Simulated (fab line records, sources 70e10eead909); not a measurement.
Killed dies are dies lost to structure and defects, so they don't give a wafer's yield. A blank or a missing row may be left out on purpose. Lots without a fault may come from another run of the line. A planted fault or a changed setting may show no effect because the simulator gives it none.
fab line records | flow nand_harc
record lots=24 wafers=72 last_day=24
route steps=1159 shown A_STAIRCASE@558
lots that met no fault: from a run of the same line without faults
start_h: hours from the record's first day to the start of the lot's first wafer shown | wait_h: hours since the lot's step before | " the same as in the row above | L1.1+2: a row that stands for several wafers | - no value, or no start given | * or withheld: withheld | < > ~ a bound
route shown NAME@n: a module of which the file shows steps, and the number in the route of the first | usual: mean/standard deviation of fault-free wafers | same: alike in all rows | chamber/n: place in a boat | sites: the reading at each site | _std_site: their standard deviation | _edge_site: outer sites' mean less inner sites' | radius_mm: how far each site lies from the wafer's centre | mask NAME#n: copy n | behind: the tool/chamber that last shaped the wafer | hold: why the lot was held/for how many hours/how that ended | device: the transistor (n, p or np) that didn't switch | end of line: the same wafers' tests at the end of the route | a step without rows: its recipe alone | killed: dies lost to structure and defects at the first sort, not the wafer's yield | map: a wafer's dies, x killed, . not, _ none there
set.NAME: the setting as run; set.NAME@STEP: as run at that earlier step | model.NAME: the simulator's own value behind a step, which no gauge read
steps of the route over a sample of lots; a table a step, a row a wafer
services: from which hour (start_h, from the record's first day; less than 0 if before it) a tool's chamber was out of use, for how many hours, and why
## steps
# step NHARC_A_STAIRCASE_ETCH_21
# recipe target_depth_a=1000 time_s=40.5 ion_energy_ev=400 c4f8_flow_sccm=20 o2_flow_sccm=10 ar_flow_sccm=withheld rf_w=600 bias_w=1000 chemistry=C4F8/O2
# usual oes_product_au=0.947/0.019 rf_vpp_V=895/4.9
# same time_s=40.5
# columns lot.wafer tool chamber start_h wait_h oes_product_au rf_hours_counter_h rf_vpp_V
L076.1 rie_diel-08 0 - - 0.970 45 888
L076.5 " 2 " " 0.942 - 892
L076.6 " 3 " " 0.965 - 889
L074.2 rie_diel-01 1 - - 0.970 44 889
L074.4 " 2 " " 0.963 40 899
L074.3 " 0 " " 0.988 42 889
L075.4 rie_diel-07 0 - - 0.958 3 905
L075.3 " 1 " " 0.972 3 896
L075.6 " 0 " " 0.969 - 904
L079.1 rie_diel-08 2 - - 0.947 35 890
L079.2 " 0 " " 0.972 48 889
L079.6 " 2 " " 0.954 - 891
L077.1 rie_diel-01 1 - - 0.970 47 889
L077.5 " 3 " " 0.951 - 896
L077.6 " 0 " " 0.986 - 887
L078.4 rie_diel-07 3 - - 0.916 5 896
L078.1 " 0 " " 0.940 5 904
L078.2 " 2 " " 0.931 5 897
L080.3 rie_diel-01 2 - - 0.934 47 900
L080.1 " 3 " " 0.916 46 895
L080.6 " 0 " " 0.939 - 887
L081.2 rie_diel-07 3 - - 0.947 7 895
L081.1 " 1 " " 0.948 8 895
L081.6 " 3 " " 0.950 - 896
L082.3 rie_diel-08 1 - - 0.965 55 893
L082.2 " 2 " " 0.967 44 891
L082.6 " 0 " " 0.972 - 889
L084.2 rie_diel-01 1 - - 0.917 64 889
L084.1 " 2 " " 0.914 59 898
L084.5 " 2 " " 0.919 - 899
L083.3 rie_diel-07 2 - - 0.942 19 897
L083.1 " 3 " " 0.930 20 896
L083.6 " 0 " " 0.938 - 905
L086.1 rie_diel-07 1 - - 0.946 21 895
L086.6 " 0 " " 0.966 - 904
L086.5 " 1 " " 0.958 - 896
L088.2 rie_diel-07 2 - - 0.934 22 896
L088.3 " 0 " " 0.930 21 905
L088.6 " 3 " " 0.923 - 895
L085.4 rie_diel-07 2 - - 0.927 24 898
L085.1 " 3 " " 0.913 23 894
L085.6 " 1 " " 0.932 - 896
L087.1 rie_diel-07 3 - - 0.921 32 895
L087.3 " 1 " " 0.929 30 894
L087.4 " 1 " " 0.919 - 895
L089.1 rie_diel-07 1 - - 0.945 30 894
L089.6 " 3 " " 0.944 - 894
L089.5 " 2 " " 0.958 - 895
L090.4 rie_diel-08 1 - - 0.930 13 893
L090.5 " 3 " " 0.946 - 888
L090.6 " 0 " " 0.944 - 888
L091.3 rie_diel-01 2 - - 0.916 9 899
L091.1 " 3 " " 0.921 11 895
L091.4 " 1 " " 0.921 9 889
L092.4 rie_diel-01 2 - - 0.932 9 899
L092.6 " 0 " " 0.954 - 887
L092.5 " 1 " " 0.933 - 890
L094.4 rie_diel-07 3 - - 0.934 40 895
L094.5 " 0 " " 0.960 - 905
L094.6 " 1 " " 0.954 - 895
L093.4 rie_diel-07 1 - - 0.961 40 894
L093.1 " 2 " " 0.964 41 896
L093.3 " 3 " " 0.935 41 895
L095.4 rie_diel-08 0 - - 0.952 25 889
L095.1 " 1 " " 0.926 15 895
L095.2 " 2 " " 0.940 23 888
L096.3 rie_diel-07 1 - - 0.985 48 893
L096.4 " 3 " " 0.954 52 894
L096.6 " 1 " " 0.979 - 895
L097.1 rie_diel-07 0 - - 0.961 46 903
L097.4 " 1 " " 0.955 49 895
L097.2 " 3 " " 0.935 53 895
# step NHARC_A_STAIRCASE_TRIM_24
# recipe time_s=211.2 o2_flow_sccm=500 ar_flow_sccm=0 bias_w=0 chemistry=O2
# usual drypump_motor_current_A=5.7/0.38 oes_product_au=1.003/0.0091 rf_vpp_V=57.7/0.86 showerhead_plenum_p_Torr=3.50/0.13 throttle_valve_pct=17.035/0.0099
# same time_s=211.2
# columns lot.wafer tool chamber start_h wait_h drypump_motor_current_A oes_product_au rf_hours_counter_h rf_vpp_V showerhead_plenum_p_Torr throttle_valve_pct
L076.1 rie_diel-08 0 - - 5.8 1.008 45 58.1 3.34 17.031
L076.6 " 1 " " 5.5 1.006 - 56.9 3.49 17.040
L076.5 " 0 " " 5.8 1.020 - 56.8 3.34 17.036
L074.2 rie_diel-01 0 - - 6.7 1.004 42 57.0 3.31 17.032
L074.3 " 1 " " 5.1 1.000 44 57.5 3.36 17.039
L074.4 " 2 " " 6.0 0.991 40 58.7 3.63 17.057
L075.4 rie_diel-07 1 - - 5.6 1.015 3 57.7 3.51 17.048
L075.3 " 2 " " 5.9 1.023 3 56.9 3.56 17.039
L075.6 " 3 " " 5.3 0.990 - 59.0 3.50 17.033
L079.1 rie_diel-08 3 - - 5.6 1.003 49 57.3 3.33 17.048
L079.2 " 0 " " 5.8 1.011 48 57.9 3.34 17.031
L079.6 " 3 " " 5.5 0.997 - 56.3 3.33 17.047
L077.1 rie_diel-01 1 - - 5.1 1.008 47 58.1 3.36 17.024
L077.6 " 2 " " 6.0 0.996 - 58.5 3.63 17.027
L077.5 " 3 " " 5.4 0.984 - 56.8 3.48 17.029
L078.1 rie_diel-07 3 - - 5.3 0.997 5 59.1 3.50 17.047
L078.4 " 0 " " 5.8 1.008 5 59.7 3.77 17.033
L078.2 " 1 " " 5.6 1.010 5 56.7 3.51 17.041
L080.1 rie_diel-01 1 - - 5.1 1.008 51 56.8 3.35 17.029
L080.3 " 2 " " 6.0 0.989 47 58.0 3.62 17.016
L080.6 " 1 " " 5.1 1.001 - 57.1 3.35 17.014
L081.1 rie_diel-07 0 - - 5.8 1.023 7 57.9 3.77 17.039
L081.2 " 3 " " 5.3 0.998 7 57.3 3.50 17.012
L081.6 " 0 " " 5.8 1.009 - 58.2 3.77 17.044
L082.3 rie_diel-08 3 - - 5.6 1.006 63 58.8 3.33 17.049
L082.2 " 0 " " 5.8 1.015 63 57.4 3.33 17.033
L082.6 " 2 " " 6.0 1.007 - 56.0 3.38 17.035
L084.1 rie_diel-01 3 - - 5.4 1.003 55 57.7 3.47 17.041
L084.2 " 1 " " 5.1 1.007 64 55.9 3.35 17.044
L084.5 " 3 " " 5.3 0.998 - 58.1 3.47 17.032
L083.3 rie_diel-07 2 - - 6.0 1.001 20 58.0 3.55 17.032
L083.1 " 3 " " 5.2 0.997 20 57.7 3.49 17.044
L083.6 " 1 " " 5.6 1.012 - 56.6 3.50 17.050
L086.1 rie_diel-07 3 - - 5.3 0.987 22 58.4 3.49 17.047
L086.6 " 3 " " 5.2 0.996 - 57.4 3.49 17.026
L086.5 " 0 " " 5.9 1.008 - 57.2 3.76 17.037
L088.2 rie_diel-07 0 - - 5.8 1.001 21 57.4 3.76 17.045
L088.3 " 1 " " 5.7 1.017 22 57.3 3.50 17.020
L088.6 " 0 " " 5.8 1.022 - 58.0 3.76 17.046
L085.1 rie_diel-07 3 - - 5.3 0.994 23 58.0 3.49 17.030
L085.4 " 0 " " 5.8 1.000 22 59.8 3.76 17.039
L085.6 " 3 " " 5.3 0.987 - 57.1 3.49 17.042
L087.1 rie_diel-07 1 - - 5.6 1.004 30 58.1 3.49 17.048
L087.3 " 3 " " 5.3 1.014 32 57.0 3.49 17.026
L087.4 " 3 " " 5.3 0.992 - 56.9 3.48 17.034
L089.1 rie_diel-07 3 - - 5.3 0.997 32 57.4 3.49 17.025
L089.6 " 1 " " 5.7 1.013 - 58.5 3.49 17.039
L089.5 " 2 " " 6.0 1.008 - 57.5 3.55 17.026
L090.4 rie_diel-08 0 - - 5.8 1.001 15 56.7 3.32 17.027
L090.6 " 2 " " 6.0 1.003 - 59.1 3.38 17.031
L090.5 " 3 " " 5.5 0.997 - 58.6 3.32 17.022
L091.1 rie_diel-01 2 - - 6.0 0.996 9 57.1 3.61 17.046
L091.3 " 0 " " 6.7 1.006 11 56.6 3.29 17.036
L091.4 " 1 " " 5.2 1.005 9 56.1 3.34 17.032
L092.4 rie_diel-01 1 - - 5.1 0.996 9 57.8 3.34 17.016
L092.6 " 3 " " 5.3 1.003 - 57.8 3.46 17.026
L092.5 " 0 " " 6.7 1.009 - 57.3 3.29 17.057
L094.4 rie_diel-07 0 - - 5.8 1.013 36 58.4 3.75 17.034
L094.5 " 1 " " 5.6 1.013 - 57.6 3.49 17.038
L094.6 " 2 " " 5.9 1.012 - 57.9 3.54 17.023
L093.1 rie_diel-07 0 - - 5.8 1.009 36 58.6 3.75 17.031
L093.4 " 1 " " 5.6 1.002 40 58.0 3.49 17.033
L093.3 " 2 " " 5.9 1.009 41 58.4 3.54 17.025
L095.2 rie_diel-08 1 - - 5.5 0.985 15 58.8 3.48 17.026
L095.1 " 3 " " 5.5 1.011 26 57.4 3.31 17.049
L095.4 " 0 " " 5.7 1.004 25 58.2 3.31 17.026
L096.3 rie_diel-07 0 - - 5.8 1.021 46 59.2 3.74 17.023
L096.4 " 2 " " 5.9 1.016 50 57.1 3.54 17.032
L096.6 " 0 " " 5.8 1.009 - 58.3 3.74 17.034
L097.4 rie_diel-07 1 - - 5.6 1.005 49 57.7 3.48 17.033
L097.1 " 3 " " 5.3 0.990 53 57.3 3.47 17.040
L097.2 " 0 " " 5.8 0.999 47 58.4 3.74 17.019
# step NHARC_A_STAIRCASE_TRIM_191
# recipe time_s=211.2 o2_flow_sccm=500 ar_flow_sccm=0 bias_w=0 chemistry=O2
# usual drypump_motor_current_A=5.7/0.37 oes_product_au=1.002/0.0094 rf_vpp_V=57.6/0.93 showerhead_plenum_p_Torr=3.46/0.13 throttle_valve_pct=17.038/0.01
# same time_s=211.2
# columns lot.wafer tool chamber start_h wait_h drypump_motor_current_A oes_product_au rf_hours_counter_h rf_vpp_V showerhead_plenum_p_Torr throttle_valve_pct
L076.1 rie_diel-01 1 - - 5.1 1.005 44 56.8 3.36 17.026
L076.6 " 2 " " 6.1 1.000 - 58.0 3.63 17.039
L076.5 " 3 " " 5.4 0.995 - 56.6 3.48 17.037
L074.2 rie_diel-08 2 - - 6.0 0.980 33 57.5 3.39 17.026
L074.3 " 0 " " 5.7 1.015 47 57.0 3.34 17.040
L074.4 " 1 " " 5.5 1.017 - 59.3 3.49 17.035
L075.3 rie_diel-01 2 - - 6.0 0.998 41 58.8 3.63 17.050
L075.4 " 3 " " 5.4 0.992 40 57.5 3.48 17.048
L075.6 " 3 " " 5.4 0.977 - 61.0 3.48 17.036
L079.1 rie_diel-08 1 - - 5.5 0.998 42 57.0 3.49 17.020
L079.2 " 3 " " 5.5 0.999 50 58.9 3.33 17.017
L079.6 " 3 " " 5.6 1.010 - 56.5 3.33 17.012
L077.1 rie_diel-08 3 - - 5.5 1.010 51 56.6 3.33 17.054
L077.5 " 3 " " 5.6 1.004 - 57.1 3.33 17.045
L077.6 " 0 " " 5.8 1.011 - 58.6 3.33 17.027
L078.1 rie_diel-08 1 - - 5.5 1.001 44 58.8 3.49 17.023
L078.2 " 0 " " 5.8 1.012 51 58.9 3.33 17.041
L078.4 " 3 " " 5.5 1.003 - 59.2 3.33 17.032
L081.2 rie_diel-08 1 - - 5.6 0.994 47 57.6 3.49 17.044
L081.1 " 2 " " 6.0 0.982 36 56.5 3.39 17.057
L081.6 " 3 " " 5.5 1.011 - 57.9 3.33 17.024
L080.3 rie_diel-07 0 - - 5.8 1.003 9 58.9 3.76 17.022
L080.1 " 3 " " 5.3 0.998 10 57.4 3.50 17.046
L080.6 " 1 " " 5.6 1.021 - 56.8 3.50 17.039
L082.2 rie_diel-07 2 - - 6.0 0.998 19 58.7 3.55 17.039
L082.3 " 1 " " 5.6 1.012 18 58.3 3.50 17.038
L082.6 " 2 " " 6.0 1.009 - 58.3 3.55 17.035
L084.1 rie_diel-01 1 - - 5.1 1.003 65 55.7 3.35 17.047
L084.2 " 2 " " 6.0 0.980 60 59.0 3.62 17.050
L084.5 " 0 " " 6.7 1.005 - 58.7 3.30 17.027
L083.3 rie_diel-07 1 - - 5.6 1.011 20 57.7 3.50 17.028
L083.1 " 3 " " 5.3 0.999 21 58.2 3.49 17.032
L083.6 " 2 " " 6.0 1.001 - 57.9 3.55 17.053
L086.1 rie_diel-08 0 - - 5.8 1.008 0 56.1 3.33 17.032
L086.6 " 0 " " 5.8 1.005 - 57.2 3.33 17.025
L086.5 " 1 " " 5.5 0.985 - 56.8 3.48 17.037
L088.3 rie_diel-07 3 - - 5.2 0.998 24 56.2 3.49 17.052
L088.2 " 1 " " 5.6 1.006 23 58.9 3.50 17.055
L088.6 " 0 " " 5.8 1.003 - 58.8 3.76 17.028
L085.4 rie_diel-07 1 - - 5.6 1.022 24 58.1 3.50 17.045
L085.1 " 2 " " 6.0 1.016 25 57.8 3.55 17.039
L085.6 " 2 " " 6.0 1.015 - 57.2 3.55 17.027
L089.1 rie_diel-01 2 - - 6.0 0.990 3 57.8 3.61 17.040
L089.5 " 3 " " 5.4 0.992 - 56.9 3.47 17.040
L089.6 " 0 " " 6.7 1.003 - 57.9 3.30 17.028
L087.4 rie_diel-07 2 - - 5.9 0.996 35 56.8 3.54 17.050
L087.1 " 3 " " 5.3 0.996 34 57.4 3.48 17.032
L087.3 " 0 " " 5.9 1.000 29 58.4 3.75 17.025
L090.4 rie_diel-08 2 - - 6.0 0.987 14 57.1 3.38 17.026
L090.6 " 0 " " 5.8 1.003 - 57.0 3.32 17.021
L090.5 " 1 " " 5.5 0.987 - 58.1 3.48 17.064
L091.3 rie_diel-08 0 - - 5.8 0.989 19 56.0 3.32 17.050
L091.1 " 3 " " 5.6 0.991 19 58.4 3.32 17.029
L091.4 " 0 " " 5.8 1.007 - 56.9 3.32 17.048
L092.6 rie_diel-08 0 - - 5.8 1.003 - 57.1 3.32 17.052
L092.5 " 2 " " 6.0 1.004 - 57.4 3.37 17.045
L092.4 " 3 " " 5.6 1.008 - 56.3 3.32 17.056
L094.4 rie_diel-01 0 - - 6.7 1.019 13 56.1 3.29 17.034
L094.5 " 2 " " 6.0 1.003 - 58.2 3.61 17.020
L094.6 " 3 " " 5.4 0.999 - 58.2 3.46 17.020
L093.1 rie_diel-07 3 - - 5.3 0.992 42 56.9 3.48 17.033
L093.4 " 0 " " 5.8 1.015 37 59.2 3.75 17.035
L093.3 " 2 " " 6.0 0.999 42 58.7 3.54 17.047
L095.1 rie_diel-01 2 - - 6.0 1.002 17 56.7 3.61 17.035
L095.2 " 3 " " 5.3 0.992 20 58.4 3.46 17.028
L095.4 " 0 " " 6.7 1.008 19 57.7 3.29 17.039
L096.4 rie_diel-01 2 - - 6.0 1.002 19 57.2 3.60 17.032
L096.3 " 3 " " 5.4 0.997 22 57.4 3.46 17.044
L096.6 " 1 " " 5.1 0.991 - 55.8 3.33 17.030
L097.4 rie_diel-07 2 - - 5.9 1.013 52 59.1 3.53 17.018
L097.2 " 3 " " 5.3 1.012 53 56.8 3.47 17.047
L097.1 " 0 " " 5.8 0.997 47 58.5 3.74 17.029
# step NHARC_A_STAIRCASE_ETCH_201
# recipe target_depth_a=1000 time_s=40.5 ion_energy_ev=400 c4f8_flow_sccm=20 o2_flow_sccm=10 ar_flow_sccm=withheld rf_w=600 bias_w=1000 chemistry=C4F8/O2
# usual oes_product_au=0.942/0.011 rf_vpp_V=893/4.7
# same time_s=40.5
# columns lot.wafer tool chamber start_h wait_h oes_product_au rf_hours_counter_h rf_vpp_V
L076.1 rie_diel-01 2 - - 0.928 41 901
L076.5 " 2 " " 0.926 - 899
L076.6 " 3 " " 0.930 - 894
L074.2 rie_diel-07 2 - - 0.957 4 897
L074.3 " 3 " " 0.939 4 896
L074.4 " 1 " " 0.954 4 896
L075.4 rie_diel-01 1 - - 0.931 46 889
L075.3 " 0 " " 0.940 45 889
L075.6 " 1 " " 0.942 - 891
L079.2 rie_diel-01 2 - - 0.946 46 899
L079.1 " 0 " " 0.933 49 888
L079.6 " 1 " " 0.944 - 890
L077.1 rie_diel-08 0 - - 0.941 52 888
L077.6 " 0 " " 0.948 - 889
L077.5 " 1 " " 0.935 - 895
L078.2 rie_diel-01 3 - - 0.931 46 895
L078.4 " 0 " " 0.944 50 888
L078.1 " 2 " " 0.931 47 899
L081.1 rie_diel-08 0 - - 0.945 56 888
L081.2 " 1 " " 0.934 48 893
L081.6 " 0 " " 0.948 - 888
L080.3 rie_diel-08 0 - - 0.953 56 888
L080.1 " 3 " " 0.942 56 889
L080.6 " 0 " " 0.953 - 887
L082.3 rie_diel-01 3 - - 0.933 57 894
L082.2 " 1 " " 0.946 65 889
L082.6 " 2 " " 0.932 - 899
L084.2 rie_diel-07 1 - - 0.964 19 893
L084.1 " 2 " " 0.955 20 897
L084.5 " 3 " " 0.935 - 894
L083.3 rie_diel-07 3 - - 0.922 23 895
L083.1 " 2 " " 0.928 23 896
L083.6 " 0 " " 0.935 - 905
L086.1 rie_diel-08 3 - - 0.949 1 888
L086.5 " 3 " " 0.943 - 890
L086.6 " 0 " " 0.954 - 887
L088.2 rie_diel-01 3 - - 0.934 61 894
L088.3 " 0 " " 0.948 66 887
L088.6 " 3 " " 0.933 - 894
L085.1 rie_diel-08 2 - - 0.942 2 890
L085.4 " 3 " " 0.941 3 888
L085.6 " 2 " " 0.936 - 890
L089.1 rie_diel-01 1 - - 0.957 4 888
L089.5 " 2 " " 0.959 - 899
L089.6 " 3 " " 0.936 - 893
L087.4 rie_diel-08 2 - - 0.939 12 890
L087.1 " 3 " " 0.946 14 887
L087.3 " 0 " " 0.940 13 889
L090.4 rie_diel-08 3 - - 0.949 17 889
L090.6 " 2 " " 0.945 - 890
L090.5 " 3 " " 0.954 - 886
L091.1 rie_diel-01 2 - - 0.954 11 898
L091.3 " 3 " " 0.934 13 892
L091.4 " 0 " " 0.979 13 887
L092.5 rie_diel-08 0 - - 0.953 - 890
L092.4 " 2 " " 0.945 - 891
L092.6 " 3 " " 0.955 - 888
L094.6 rie_diel-08 3 - - 0.951 - 888
L094.4 " 0 " " 0.954 - 889
L094.5 " 2 " " 0.940 - 890
L093.3 rie_diel-07 2 - - 0.943 43 895
L093.4 " 3 " " 0.939 43 896
L093.1 " 0 " " 0.948 38 903
L095.1 rie_diel-01 3 - - 0.936 20 894
L095.2 " 0 " " 0.957 20 887
L095.4 " 1 " " 0.938 17 889
L096.3 rie_diel-01 2 - - 0.948 19 898
L096.4 " 3 " " 0.923 23 893
L096.6 " 2 " " 0.949 - 898
L097.2 rie_diel-07 1 - - 0.949 50 895
L097.4 " 2 " " 0.962 52 896
L097.1 " 3 " " 0.933 54 894
# step NHARC_A_STAIRCASE_HM_DEP_462
# recipe target_thk_a=8000 temp_c=400 material=aC
# usual throttle_valve_pct=35.000/0.0083
# columns lot.wafer tool chamber start_h wait_h throttle_valve_pct
L076.1 acl_dep-01 0 272.31 0.1 35.016
L076.5 " 0 273.53 1.3 35.000
L076.6 " 0 " " 34.999
L074.2 acl_dep-02 0 274.56 0.4 34.994
L074.3 " 0 " " 35.001
L074.4 " 0 " " 35.004
L075.3 acl_dep-01 0 275.21 0.7 34.995
L075.4 " 0 " " 34.988
L075.6 " 0 " " 35.011
L079.1 acl_dep-01 0 282.37 0.8 34.998
L079.2 " 0 " " 35.003
L079.6 " 0 283.89 2.4 35.010
L078.1 acl_dep-02 0 284.85 2.9 34.991
L078.2 " 0 " " 35.012
L078.4 " 0 " " 34.991
L077.1 acl_dep-01 0 286.06 2.8 35.007
L077.5 " 0 287.27 4.0 34.998
L077.6 " 0 " " 35.009
L080.1 acl_dep-03 0 288.01 0.8 34.980
L080.3 " 0 " " 35.000
L080.6 " 0 " " 34.999
L081.1 acl_dep-02 0 292.07 2.8 35.001
L081.2 " 0 " " 35.003
L081.6 " 0 293.59 4.3 34.991
L082.2 acl_dep-02 0 318.46 0.4 35.003
L082.3 " 0 " " 35.009
L082.6 " 0 " " 34.982
L084.1 acl_dep-01 0 322.64 0.1 35.006
L084.2 " 0 " " 35.016
L084.5 " 0 " " 35.008
L083.1 acl_dep-03 0 326.63 2.4 34.999
L083.3 " 0 " " 34.994
L083.6 " 0 " " 34.987
L086.1 acl_dep-03 0 329.76 0.5 34.988
L086.5 " 0 330.99 1.7 34.993
L086.6 " 0 " " 35.002
L088.2 acl_dep-02 0 332.86 1.6 34.996
L088.3 " 0 " " 35.003
L088.6 " 0 " " 35.003
L085.1 acl_dep-01 0 334.59 0.1 34.982
L085.4 " 0 " " 35.012
L085.6 " 0 " " 35.004
L089.1 acl_dep-03 0 346.46 0.1 34.995
L089.5 " 0 347.67 1.3 34.994
L089.6 " 0 " " 34.988
L087.1 acl_dep-01 0 347.17 0.1 35.005
L087.3 " 0 " " 34.987
L087.4 " 0 " " 35.004
L090.4 acl_dep-03 0 360.32 1.2 35.002
L090.5 " 0 " " 35.004
L090.6 " 0 " " 35.003
L091.1 acl_dep-03 0 369.09 0.3 35.001
L091.3 " 0 " " 34.998
L091.4 " 0 " " 35.004
L092.4 acl_dep-02 0 369.16 1.0 35.003
L092.5 " 0 " " 35.000
L092.6 " 0 " " 35.010
L094.4 acl_dep-01 0 376.14 1.0 35.008
L094.5 " 0 " " 35.004
L094.6 " 0 " " 35.009
L093.1 acl_dep-02 0 376.60 0.3 34.996
L093.3 " 0 " " 35.002
L093.4 " 0 " " 34.992
L095.1 acl_dep-01 0 389.23 2.1 34.988
L095.2 " 0 " " 34.988
L095.4 " 0 " " 34.996
L096.3 acl_dep-01 0 397.14 1.2 34.999
L096.4 " 0 " " 35.008
L096.6 " 0 " " 35.009
L097.1 acl_dep-02 0 397.89 0.1 35.004
L097.2 " 0 " " 34.993
L097.4 " 0 " " 34.999
# step NHARC_A_STAIRCASE_INSPECT_155
# usual raw_defect_count=392/170
# columns lot.wafer tool chamber start_h wait_h raw_defect_count
L075.3 defect_inspect-02 - 322.97 0.1 362
L075.4 " - " " 402
L075.6 " - " " 234
L074.2 defect_inspect-01 - 323.54 0.1 323
L074.3 " - " " 288
L074.4 " - " " 564
L076.1 defect_inspect-01 - 324.18 0.1 372
L076.5 " - " " 237
L076.6 " - " " 262
L079.1 defect_inspect-01 - 330.08 0.1 282
L079.2 " - " " 313
L079.6 " - " " 183
L080.1 defect_inspect-01 - 336.21 0.1 239
L080.3 " - " " 252
L080.6 " - " " 194
L078.1 defect_inspect-01 - 336.43 0.1 329
L078.2 " - " " 228
L078.4 " - " " 284
L077.1 defect_inspect-01 - 337.93 0.1 339
L077.5 " - " " 319
L077.6 " - " " 444
L081.1 defect_inspect-02 - 340.68 0.1 467
L081.2 " - " " 466
L081.6 " - " " 608
L082.2 defect_inspect-01 - 370.22 0.1 243
L082.3 " - " " 231
L082.6 " - " " 270
L086.1 defect_inspect-02 - 376.13 0.1 426
L086.5 " - " " 416
L086.6 " - " " 367
L085.1 defect_inspect-01 - 376.43 0.1 318
L085.4 " - " " 201
L085.6 " - " " 279
L084.1 defect_inspect-02 - 376.51 0.1 343
L084.2 " - " " 365
L084.5 " - " " 370
L083.1 defect_inspect-02 - 377.80 0.1 332
L083.3 " - " " 261
L083.6 " - " " 353
L088.2 defect_inspect-01 - 378.24 0.1 445
L088.3 " - " " 299
L088.6 " - " " 348
L087.1 defect_inspect-02 - 394.87 0.1 589
L087.3 " - " " 474
L087.4 " - " " 697
L089.1 defect_inspect-02 - 395.52 0.1 667
L089.5 " - " " 496
L089.6 " - " " 819
L090.4 defect_inspect-01 - 410.25 0.1 298
L090.5 " - " " 335
L090.6 " - " " 288
L094.4 defect_inspect-02 - 419.15 0.1 783
L094.5 " - " " 389
L094.6 " - " " 671
L093.1 defect_inspect-01 - 419.44 0.1 285
L093.3 " - " " 309
L093.4 " - " " 368
L092.4 defect_inspect-02 - 421.02 0.1 292
L092.5 " - " " 217
L092.6 " - " " 451
L091.1 defect_inspect-02 - 422.90 0.1 404
L091.3 " - " " 343
L091.4 " - " " 473
L095.1 defect_inspect-02 - 440.77 0.1 339
L095.2 " - " " 349
L095.4 " - " " 289
L097.1 defect_inspect-02 - 445.47 0.1 659
L097.2 " - " " 312
L097.4 " - " " 409
L096.3 defect_inspect-02 - 446.34 0.1 670
L096.4 " - " " 536
L096.6 " - " " 458
## services
# columns tool chamber start_h hours kind
rie_diel-08 - 236.07 1.2 repair
rie_diel-07 0 237.51 - clean
rie_diel-07 1 237.51 - clean
rie_diel-07 2 237.51 - clean
rie_diel-07 3 237.51 - clean
rie_diel-08 3 254.08 6.2 repair
rie_diel-07 0 262.13 - clean
rie_diel-07 1 262.13 - clean
rie_diel-07 2 262.13 - clean
rie_diel-07 3 262.13 - clean
rie_diel-07 0 286.63 - clean
rie_diel-07 1 286.63 - clean
rie_diel-07 2 286.63 - clean
rie_diel-07 3 286.63 - clean
acl_dep-01 - 293.95 13.0 pm
rie_diel-08 - 302.88 9.0 pm
rie_diel-07 0 311.13 - clean
rie_diel-07 1 311.13 - clean
rie_diel-07 2 311.13 - clean
rie_diel-01 - 314.93 9.0 pm
rie_diel-08 - 321.30 0.4 repair
rie_diel-08 1 348.57 18.6 repair
acl_dep-02 - 351.42 13.0 pm
rie_diel-01 1 385.95 10.3 repair
## key
fault none
